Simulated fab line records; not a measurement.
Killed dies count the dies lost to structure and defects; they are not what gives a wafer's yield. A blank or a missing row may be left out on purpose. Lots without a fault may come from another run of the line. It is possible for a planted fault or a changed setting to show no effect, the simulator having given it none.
Which tool is to blame? :: flow n5-finfet :: 24 lots, 72 wafers sampled, at 6 steps of a route of 1938

WHAT EACH GAUGE READ, for each wafer
N5_BEOL_M4_INSPECT_13: inspects for defects (brightfield).
lot: L074
measured: day 7 09:53
on: defect-inspect-02
raw-defect-count: 329 308 428

lot: L075
measured: day 7 23:06
on: defect-inspect-01
raw-defect-count: 296 537 379

lot: L076
measured: day 8 01:45
on: defect-inspect-01
raw-defect-count: 492 497 406

lot: L077
measured: day 8 03:07
on: defect-inspect-02
raw-defect-count: 391 349 512

lot: L078
measured: day 8 15:09
on: defect-inspect-02
raw-defect-count: 367 503 561

lot: L079
measured: day 8 16:02
on: defect-inspect-01
raw-defect-count: 621 452 516

lot: L080
measured: day 9 05:49
on: defect-inspect-01
raw-defect-count: 330 361 408

lot: L081
measured: day 9 08:40
on: defect-inspect-02
raw-defect-count: 306 362 352

lot: L082
measured: day 9 10:31
on: defect-inspect-01
raw-defect-count: 372 523 403

lot: L083
measured: day 9 15:01
on: defect-inspect-02
raw-defect-count: 412 502 576

lot: L084
measured: day 9 20:53
on: defect-inspect-01
raw-defect-count: 378 356 416

lot: L085
measured: day 9 21:18
on: defect-inspect-02
raw-defect-count: 460 497 516

lot: L086
measured: day 10 21:23
on: defect-inspect-01
raw-defect-count: 431 467 462

lot: L089
measured: day 11 04:19
on: defect-inspect-01
raw-defect-count: 685 534 513

lot: L087
measured: day 11 04:22
on: defect-inspect-01
raw-defect-count: 324 388 608

lot: L088
measured: day 11 16:46
on: defect-inspect-01
raw-defect-count: 393 403 294

lot: L091
measured: day 11 19:40
on: defect-inspect-01
raw-defect-count: 438 291 370

lot: L090
measured: day 11 21:33
on: defect-inspect-01
raw-defect-count: 351 313 344

lot: L092
measured: day 12 04:35
on: defect-inspect-02
raw-defect-count: 431 458 468

lot: L093
measured: day 12 09:47
on: defect-inspect-02
raw-defect-count: 488 612 457

lot: L094
measured: day 13 07:48
on: defect-inspect-02
raw-defect-count: 411 470 396

lot: L096
measured: day 13 18:31
on: defect-inspect-02
raw-defect-count: 411 392 296

lot: L097
measured: day 14 01:02
on: defect-inspect-01
raw-defect-count: 511 574 384

lot: L095
measured: day 14 13:29
on: defect-inspect-01
raw-defect-count: 397 460 391

N5_BEOL_M4_OVL_MEAS_29.
lot: L074
measured: day 7 12:35
on: overlay-01
V3_OVL (nm): 0.1 0.2 0.2

lot: L075
measured: day 8 00:01
on: overlay-02
V3_OVL (nm): -0.9 -0.7 -0.7

lot: L076
measured: day 8 02:47
on: overlay-01
V3_OVL (nm): 0.4 0.4 0.5

lot: L077
measured: day 8 03:56
on: overlay-01
V3_OVL (nm): -0.1 -0.5 0.2

lot: L078
measured: day 8 16:34
on: overlay-02
V3_OVL (nm): 0.3 0.6 0.4

lot: L079
measured: day 8 17:25
on: overlay-01
V3_OVL (nm): 0.2 -0.3 -1.1

lot: L080
measured: day 9 06:40
on: overlay-02
V3_OVL (nm): -0.2 0.5 0.4

lot: L081
measured: day 9 09:44
on: overlay-01
V3_OVL (nm): 0.3 0.7 0.5

lot: L082
measured: day 9 11:20
on: overlay-01
V3_OVL (nm): 0.7 -0.1 0.1

lot: L083
measured: day 9 15:58
on: overlay-02
V3_OVL (nm): -0.7 -1.3 0.0

lot: L084
measured: day 9 22:02
on: overlay-02
V3_OVL (nm): 0.0 -0.6 0.3

lot: L085
measured: day 9 22:18
on: overlay-02
V3_OVL (nm): 0.8 0.6 0.8

lot: L086
measured: day 10 22:33
on: overlay-01
V3_OVL (nm): -0.7 -0.8 -0.8

lot: L089
measured: day 11 05:08
on: overlay-01
V3_OVL (nm): -0.1 0.1 0.3

lot: L087
measured: day 11 05:13
on: overlay-01
V3_OVL (nm): -0.3 -0.1 0.6

lot: L088
measured: day 11 17:35
on: overlay-01
V3_OVL (nm): -0.2 -0.4 0.2

lot: L091
measured: day 11 20:31
on: overlay-01
V3_OVL (nm): 0.1 -0.6 -0.7

lot: L090
measured: day 11 22:22
on: overlay-01
V3_OVL (nm): 0.7 0.2 0.8

lot: L092
measured: day 12 05:34
on: overlay-01
V3_OVL (nm): 0.3 0.2 0.6

lot: L093
measured: day 12 11:04
on: overlay-02
V3_OVL (nm): -0.3 -0.6 -0.1

lot: L094
measured: day 13 08:37
on: overlay-01
V3_OVL (nm): -0.3 0.6 -0.1

lot: L096
measured: day 13 19:24
on: overlay-01
V3_OVL (nm): 0.5 -0.2 0.5

lot: L097
measured: day 14 02:14
on: overlay-02
V3_OVL (nm): 0.6 1.2 0.5

lot: L095
measured: day 14 14:22
on: overlay-02
V3_OVL (nm): 0.7 0.1 0.5

EACH LOT AND THE TOOL THAT RAN IT (in order: tool; ch and the chambers of the sampled wafers; start)
lot: L074
N5_BEOL_M3_ANNEAL_80: pvd-sputter-03, day 7 05:05
N5_BEOL_M3_SPUTTER_88: pvd-sputter-03, day 7 05:40
N5_BEOL_M3_SPUTTER_94: pvd-sputter-03, day 7 06:19
N5_BEOL_M4_HM_OPEN_17: rie-metal-01 ch 1, day 7 11:49

lot: L075
N5_BEOL_M3_ANNEAL_80: pvd-sputter-01, day 7 15:04
N5_BEOL_M3_SPUTTER_88: pvd-sputter-01, day 7 15:38
N5_BEOL_M3_SPUTTER_94: pvd-sputter-01, day 7 16:18
N5_BEOL_M4_HM_OPEN_17: rie-metal-03 ch 0, day 7 23:23

lot: L076
N5_BEOL_M3_ANNEAL_80: pvd-sputter-01, day 7 16:54
N5_BEOL_M3_SPUTTER_88: pvd-sputter-01, day 7 17:29
N5_BEOL_M3_SPUTTER_94: pvd-sputter-01, day 7 18:08
N5_BEOL_M4_HM_OPEN_17: rie-metal-01 ch 1, day 8 02:02

lot: L077
N5_BEOL_M3_ANNEAL_80: pvd-sputter-02, day 7 18:26
N5_BEOL_M3_SPUTTER_88: pvd-sputter-02, day 7 19:01
N5_BEOL_M3_SPUTTER_94: pvd-sputter-02, day 7 19:40
N5_BEOL_M4_HM_OPEN_17: rie-metal-02 ch 0,1, day 8 03:24

lot: L078
N5_BEOL_M3_ANNEAL_80: pvd-sputter-03, day 8 06:57
N5_BEOL_M3_SPUTTER_88: pvd-sputter-03, day 8 07:32
N5_BEOL_M3_SPUTTER_94: pvd-sputter-03, day 8 08:11
N5_BEOL_M4_HM_OPEN_17: rie-metal-02 ch 0, day 8 15:58

lot: L079
N5_BEOL_M3_ANNEAL_80: pvd-sputter-01, day 8 09:49
N5_BEOL_M3_SPUTTER_88: pvd-sputter-01, day 8 10:23
N5_BEOL_M3_SPUTTER_94: pvd-sputter-01, day 8 11:03
N5_BEOL_M4_HM_OPEN_17: rie-metal-02 ch 0,1, day 8 16:44

lot: L080
N5_BEOL_M3_ANNEAL_80: pvd-sputter-02, day 9 01:46
N5_BEOL_M3_SPUTTER_88: pvd-sputter-02, day 9 02:21
N5_BEOL_M3_SPUTTER_94: pvd-sputter-02, day 9 03:01
N5_BEOL_M4_HM_OPEN_17: rie-metal-02 ch 0,1, day 9 06:07

lot: L081
N5_BEOL_M3_ANNEAL_80: pvd-sputter-01, day 9 03:35
N5_BEOL_M3_SPUTTER_88: pvd-sputter-01, day 9 04:10
N5_BEOL_M3_SPUTTER_94: pvd-sputter-01, day 9 04:50
N5_BEOL_M4_HM_OPEN_17: rie-metal-02 ch 0,1, day 9 09:02

lot: L082
N5_BEOL_M3_ANNEAL_80: pvd-sputter-03, day 9 06:45
N5_BEOL_M3_SPUTTER_88: pvd-sputter-03, day 9 07:20
N5_BEOL_M3_SPUTTER_94: pvd-sputter-03, day 9 07:59
N5_BEOL_M4_HM_OPEN_17: rie-metal-02 ch 0,1, day 9 10:48

lot: L083
N5_BEOL_M3_ANNEAL_80: pvd-sputter-03, day 9 10:44
N5_BEOL_M3_SPUTTER_88: pvd-sputter-03, day 9 11:19
N5_BEOL_M3_SPUTTER_94: pvd-sputter-03, day 9 11:58
N5_BEOL_M4_HM_OPEN_17: rie-metal-02 ch 0,1, day 9 15:18

lot: L084
N5_BEOL_M3_ANNEAL_80: pvd-sputter-01, day 9 15:31
N5_BEOL_M3_SPUTTER_88: pvd-sputter-01, day 9 16:05
N5_BEOL_M3_SPUTTER_94: pvd-sputter-01, day 9 16:45
N5_BEOL_M4_HM_OPEN_17: rie-metal-01 ch 0,1, day 9 21:22

lot: L085
N5_BEOL_M3_ANNEAL_80: pvd-sputter-02, day 9 16:17
N5_BEOL_M3_SPUTTER_88: pvd-sputter-02, day 9 16:52
N5_BEOL_M3_SPUTTER_94: pvd-sputter-02, day 9 17:31
N5_BEOL_M4_HM_OPEN_17: rie-metal-01 ch 0, day 9 21:38

lot: L086
N5_BEOL_M3_ANNEAL_80: pvd-sputter-02, day 10 17:13
N5_BEOL_M3_SPUTTER_88: pvd-sputter-02, day 10 17:47
N5_BEOL_M3_SPUTTER_94: pvd-sputter-02, day 10 18:27
N5_BEOL_M4_HM_OPEN_17: rie-metal-03 ch 0,1, day 10 21:52

lot: L089
N5_BEOL_M3_ANNEAL_80: pvd-sputter-01, day 11 00:49
N5_BEOL_M3_SPUTTER_88: pvd-sputter-01, day 11 01:23
N5_BEOL_M3_SPUTTER_94: pvd-sputter-01, day 11 02:03
N5_BEOL_M4_HM_OPEN_17: rie-metal-01 ch 0,1, day 11 04:37

lot: L087
N5_BEOL_M3_ANNEAL_80: pvd-sputter-02, day 11 01:05
N5_BEOL_M3_SPUTTER_88: pvd-sputter-02, day 11 01:40
N5_BEOL_M3_SPUTTER_94: pvd-sputter-02, day 11 02:20
N5_BEOL_M4_HM_OPEN_17: rie-metal-03 ch 0,1, day 11 04:41

lot: L088
N5_BEOL_M3_ANNEAL_80: pvd-sputter-03, day 11 12:29
N5_BEOL_M3_SPUTTER_88: pvd-sputter-03, day 11 13:04
N5_BEOL_M3_SPUTTER_94: pvd-sputter-03, day 11 13:44
N5_BEOL_M4_HM_OPEN_17: rie-metal-01 ch 0, day 11 17:02

lot: L091
N5_BEOL_M3_ANNEAL_80: pvd-sputter-03, day 11 14:27
N5_BEOL_M3_SPUTTER_88: pvd-sputter-03, day 11 15:02
N5_BEOL_M3_SPUTTER_94: pvd-sputter-03, day 11 15:41
N5_BEOL_M4_HM_OPEN_17: rie-metal-02 ch 0,1, day 11 19:57

lot: L090
N5_BEOL_M3_ANNEAL_80: pvd-sputter-01, day 11 17:32
N5_BEOL_M3_SPUTTER_88: pvd-sputter-01, day 11 18:07
N5_BEOL_M3_SPUTTER_94: pvd-sputter-01, day 11 18:46
N5_BEOL_M4_HM_OPEN_17: rie-metal-01 ch 0,1, day 11 21:50

lot: L092
N5_BEOL_M3_ANNEAL_80: pvd-sputter-01, day 12 00:04
N5_BEOL_M3_SPUTTER_88: pvd-sputter-01, day 12 00:39
N5_BEOL_M3_SPUTTER_94: pvd-sputter-01, day 12 01:19
N5_BEOL_M4_HM_OPEN_17: rie-metal-01 ch 0,1, day 12 04:58

lot: L093
N5_BEOL_M3_ANNEAL_80: pvd-sputter-03, day 12 06:21
N5_BEOL_M3_SPUTTER_88: pvd-sputter-03, day 12 06:56
N5_BEOL_M3_SPUTTER_94: pvd-sputter-03, day 12 07:35
N5_BEOL_M4_HM_OPEN_17: rie-metal-03 ch 0,1, day 12 10:32

lot: L094
N5_BEOL_M3_ANNEAL_80: pvd-sputter-01, day 13 04:11
N5_BEOL_M3_SPUTTER_88: pvd-sputter-01, day 13 04:46
N5_BEOL_M3_SPUTTER_94: pvd-sputter-01, day 13 05:25
N5_BEOL_M4_HM_OPEN_17: rie-metal-02 ch 1, day 13 08:05

lot: L096
N5_BEOL_M3_ANNEAL_80: pvd-sputter-03, day 13 12:22
N5_BEOL_M3_SPUTTER_88: pvd-sputter-03, day 13 12:56
N5_BEOL_M3_SPUTTER_94: pvd-sputter-03, day 13 13:36
N5_BEOL_M4_HM_OPEN_17: rie-metal-03 ch 0,1, day 13 18:52

lot: L097
N5_BEOL_M3_ANNEAL_80: pvd-sputter-02, day 13 20:24
N5_BEOL_M3_SPUTTER_88: pvd-sputter-02, day 13 20:59
N5_BEOL_M3_SPUTTER_94: pvd-sputter-02, day 13 21:38
N5_BEOL_M4_HM_OPEN_17: rie-metal-03 ch 0,1, day 14 01:35

lot: L095
N5_BEOL_M3_ANNEAL_80: pvd-sputter-03, day 14 10:05
N5_BEOL_M3_SPUTTER_88: pvd-sputter-03, day 14 10:40
N5_BEOL_M3_SPUTTER_94: pvd-sputter-03, day 14 11:19
N5_BEOL_M4_HM_OPEN_17: rie-metal-01 ch 0,1, day 14 13:50
- N5_BEOL_M3_ANNEAL_80: time 240 s.
- N5_BEOL_M3_SPUTTER_88: material Cu, target thk 4.5 nm, time 8.29 s.
- N5_BEOL_M3_SPUTTER_94: material Cu, target thk 4.5 nm, time 8.29 s.
- N5_BEOL_M4_HM_OPEN_17: chemistry Cl2/BCl3, target TiN, target depth 20 nm, overetch 6 nm.

AS READ BY THE TOOLS THEMSELVES (means over the sampled wafers that have a number; for cases with no such wafer, the mark the record gives instead)
N5_BEOL_M3_ANNEAL_80.
lot: L074
tool: pvd-sputter-03
heater-power-w (W): 890

lot: L075
tool: pvd-sputter-01
heater-power-w (W): 787

lot: L076
tool: pvd-sputter-01
heater-power-w (W): 804

lot: L077
tool: pvd-sputter-02
heater-power-w (W): 776

lot: L078
tool: pvd-sputter-03
heater-power-w (W): 884

lot: L079
tool: pvd-sputter-01
heater-power-w (W): 788

lot: L080
tool: pvd-sputter-02
heater-power-w (W): 791

lot: L081
tool: pvd-sputter-01
heater-power-w (W): 808

lot: L082
tool: pvd-sputter-03
heater-power-w (W): 907

lot: L083
tool: pvd-sputter-03
heater-power-w (W): 979

lot: L084
tool: pvd-sputter-01
heater-power-w (W): 786

lot: L085
tool: pvd-sputter-02
heater-power-w (W): 831

lot: L086
tool: pvd-sputter-02
heater-power-w (W): 822

lot: L089
tool: pvd-sputter-01
heater-power-w (W): 802

lot: L087
tool: pvd-sputter-02
heater-power-w (W): 792

lot: L088
tool: pvd-sputter-03
heater-power-w (W): 921

lot: L091
tool: pvd-sputter-03
heater-power-w (W): 938

lot: L090
tool: pvd-sputter-01
heater-power-w (W): 812

lot: L092
tool: pvd-sputter-01
heater-power-w (W): 798

lot: L093
tool: pvd-sputter-03
heater-power-w (W): 981

lot: L094
tool: pvd-sputter-01
heater-power-w (W): 802

lot: L096
tool: pvd-sputter-03
heater-power-w (W): 950

lot: L097
tool: pvd-sputter-02
heater-power-w (W): 867

lot: L095
tool: pvd-sputter-03
heater-power-w (W): 864

N5_BEOL_M3_SPUTTER_88.
lot: L074
tool: pvd-sputter-03
throttle-valve-pct (%): 28.6

lot: L075
tool: pvd-sputter-01
throttle-valve-pct (%): 31.5

lot: L076
tool: pvd-sputter-01
throttle-valve-pct (%): 32.0

lot: L077
tool: pvd-sputter-02
throttle-valve-pct (%): 30.8

lot: L078
tool: pvd-sputter-03
throttle-valve-pct (%): 28.9

lot: L079
tool: pvd-sputter-01
throttle-valve-pct (%): 31.7

lot: L080
tool: pvd-sputter-02
throttle-valve-pct (%): 31.3

lot: L081
tool: pvd-sputter-01
throttle-valve-pct (%): 31.7

lot: L082
tool: pvd-sputter-03
throttle-valve-pct (%): 28.5

lot: L083
tool: pvd-sputter-03
throttle-valve-pct (%): 28.0

lot: L084
tool: pvd-sputter-01
throttle-valve-pct (%): 31.5

lot: L085
tool: pvd-sputter-02
throttle-valve-pct (%): 30.2

lot: L086
tool: pvd-sputter-02
throttle-valve-pct (%): 30.1

lot: L089
tool: pvd-sputter-01
throttle-valve-pct (%): 31.3

lot: L087
tool: pvd-sputter-02
throttle-valve-pct (%): 30.8

lot: L088
tool: pvd-sputter-03
throttle-valve-pct (%): 29.1

lot: L091
tool: pvd-sputter-03
throttle-valve-pct (%): 29.0

lot: L090
tool: pvd-sputter-01
throttle-valve-pct (%): 31.1

lot: L092
tool: pvd-sputter-01
throttle-valve-pct (%): 32.0

lot: L093
tool: pvd-sputter-03
throttle-valve-pct (%): 28.3

lot: L094
tool: pvd-sputter-01
throttle-valve-pct (%): 31.1

lot: L096
tool: pvd-sputter-03
throttle-valve-pct (%): 28.4

lot: L097
tool: pvd-sputter-02
throttle-valve-pct (%): 30.1

lot: L095
tool: pvd-sputter-03
throttle-valve-pct (%): 29.5

N5_BEOL_M3_SPUTTER_94.
lot: L074
tool: pvd-sputter-03
throttle-valve-pct (%): 28.7

lot: L075
tool: pvd-sputter-01
throttle-valve-pct (%): 31.6

lot: L076
tool: pvd-sputter-01
throttle-valve-pct (%): 32.0

lot: L077
tool: pvd-sputter-02
throttle-valve-pct (%): 30.6

lot: L078
tool: pvd-sputter-03
throttle-valve-pct (%): 29.2

lot: L079
tool: pvd-sputter-01
throttle-valve-pct (%): 31.5

lot: L080
tool: pvd-sputter-02
throttle-valve-pct (%): 31.3

lot: L081
tool: pvd-sputter-01
throttle-valve-pct (%): 31.5

lot: L082
tool: pvd-sputter-03
throttle-valve-pct (%): 28.6

lot: L083
tool: pvd-sputter-03
throttle-valve-pct (%): 28.2

lot: L084
tool: pvd-sputter-01
throttle-valve-pct (%): 31.4

lot: L085
tool: pvd-sputter-02
throttle-valve-pct (%): 30.1

lot: L086
tool: pvd-sputter-02
throttle-valve-pct (%): 30.2

lot: L089
tool: pvd-sputter-01
throttle-valve-pct (%): 31.1

lot: L087
tool: pvd-sputter-02
throttle-valve-pct (%): 30.9

lot: L088
tool: pvd-sputter-03
throttle-valve-pct (%): 29.1

lot: L091
tool: pvd-sputter-03
throttle-valve-pct (%): 29.1

lot: L090
tool: pvd-sputter-01
throttle-valve-pct (%): 31.3

lot: L092
tool: pvd-sputter-01
throttle-valve-pct (%): 31.9

lot: L093
tool: pvd-sputter-03
throttle-valve-pct (%): 28.1

lot: L094
tool: pvd-sputter-01
throttle-valve-pct (%): 31.2

lot: L096
tool: pvd-sputter-03
throttle-valve-pct (%): 28.4

lot: L097
tool: pvd-sputter-02
throttle-valve-pct (%): 30.1

lot: L095
tool: pvd-sputter-03
throttle-valve-pct (%): 29.4

N5_BEOL_M4_HM_OPEN_17.
lot: L074
tool: rie-metal-01
drypump-motor-current-A (A): 6.42
oes-product-au (a.u.): 0.62
throttle-valve-pct (%): 21.86

lot: L075
tool: rie-metal-03
drypump-motor-current-A (A): 5.86
oes-product-au (a.u.): 0.72
throttle-valve-pct (%): 22.27

lot: L076
tool: rie-metal-01
drypump-motor-current-A (A): 6.39
oes-product-au (a.u.): 0.61
throttle-valve-pct (%): 21.87

lot: L077
tool: rie-metal-02
drypump-motor-current-A (A): 6.09
oes-product-au (a.u.): 0.63
throttle-valve-pct (%): 21.97

lot: L078
tool: rie-metal-02
drypump-motor-current-A (A): 5.65
oes-product-au (a.u.): 0.78
throttle-valve-pct (%): 22.08

lot: L079
tool: rie-metal-02
drypump-motor-current-A (A): 5.83
oes-product-au (a.u.): 0.71
throttle-valve-pct (%): 22.04

lot: L080
tool: rie-metal-02
drypump-motor-current-A (A): 5.85
oes-product-au (a.u.): 0.71
throttle-valve-pct (%): 22.02

lot: L081
tool: rie-metal-02
drypump-motor-current-A (A): 6.05
oes-product-au (a.u.): 0.64
throttle-valve-pct (%): 21.96

lot: L082
tool: rie-metal-02
drypump-motor-current-A (A): 6.08
oes-product-au (a.u.): 0.63
throttle-valve-pct (%): 21.97

lot: L083
tool: rie-metal-02
drypump-motor-current-A (A): 5.84
oes-product-au (a.u.): 0.71
throttle-valve-pct (%): 22.03

lot: L084
tool: rie-metal-01
drypump-motor-current-A (A): 6.26
oes-product-au (a.u.): 0.67
throttle-valve-pct (%): 21.93

lot: L085
tool: rie-metal-01
drypump-motor-current-A (A): 5.96
oes-product-au (a.u.): 0.81
throttle-valve-pct (%): 22.03

lot: L086
tool: rie-metal-03
drypump-motor-current-A (A): 5.87
oes-product-au (a.u.): 0.72
throttle-valve-pct (%): 22.17

lot: L089
tool: rie-metal-01
drypump-motor-current-A (A): 6.10
oes-product-au (a.u.): 0.73
throttle-valve-pct (%): 21.98

lot: L087
tool: rie-metal-03
drypump-motor-current-A (A): 5.93
oes-product-au (a.u.): 0.74
throttle-valve-pct (%): 22.06

lot: L088
tool: rie-metal-01
drypump-motor-current-A (A): 5.94
oes-product-au (a.u.): 0.79
throttle-valve-pct (%): 22.03

lot: L091
tool: rie-metal-02
drypump-motor-current-A (A): 5.87
oes-product-au (a.u.): 0.67
throttle-valve-pct (%): 22.06

lot: L090
tool: rie-metal-01
drypump-motor-current-A (A): 6.07
oes-product-au (a.u.): 0.72
throttle-valve-pct (%): 21.97

lot: L092
tool: rie-metal-01
drypump-motor-current-A (A): 6.09
oes-product-au (a.u.): 0.72
throttle-valve-pct (%): 21.99

lot: L093
tool: rie-metal-03
drypump-motor-current-A (A): 5.90
oes-product-au (a.u.): 0.71
throttle-valve-pct (%): 22.19

lot: L094
tool: rie-metal-02
drypump-motor-current-A (A): 6.29
oes-product-au (a.u.): 0.56
throttle-valve-pct (%): 21.91

lot: L096
tool: rie-metal-03
drypump-motor-current-A (A): 5.87
oes-product-au (a.u.): 0.71
throttle-valve-pct (%): 22.17

lot: L097
tool: rie-metal-03
drypump-motor-current-A (A): 5.89
oes-product-au (a.u.): 0.70
throttle-valve-pct (%): 22.18

lot: L095
tool: rie-metal-01
drypump-motor-current-A (A): 6.10
oes-product-au (a.u.): 0.70
throttle-valve-pct (%): 22.00

THE ANSWER, worked out from the rows above alone
Rule: usual is defined by the lots themselves. The widest of any qualifying gaps counts: lots, ordered by their means at a reading, are off when they make up no more than a third of the lots, leave a main group of 4 or more, and stand apart from it by 3 or more times the standard deviation of that group's means. A main group whose means are all the same, to the digits that the tables above print for the reading, isn't used. A lot without any number at a reading at which 4 lots or more have one is off too. The other lots that the step has rows for count as sound. Order of review: gauges by route order, followed by the tools' own readings, for which a lot's mean as printed above is used. At the first step where some lot is off, the reading lying furthest off is the one used; lots without a number count as furthest.
Across all readings shown, no lot is off: no conclusion can be drawn from this.

WHAT HAD BEEN PUT IN BY THE SIMULATOR
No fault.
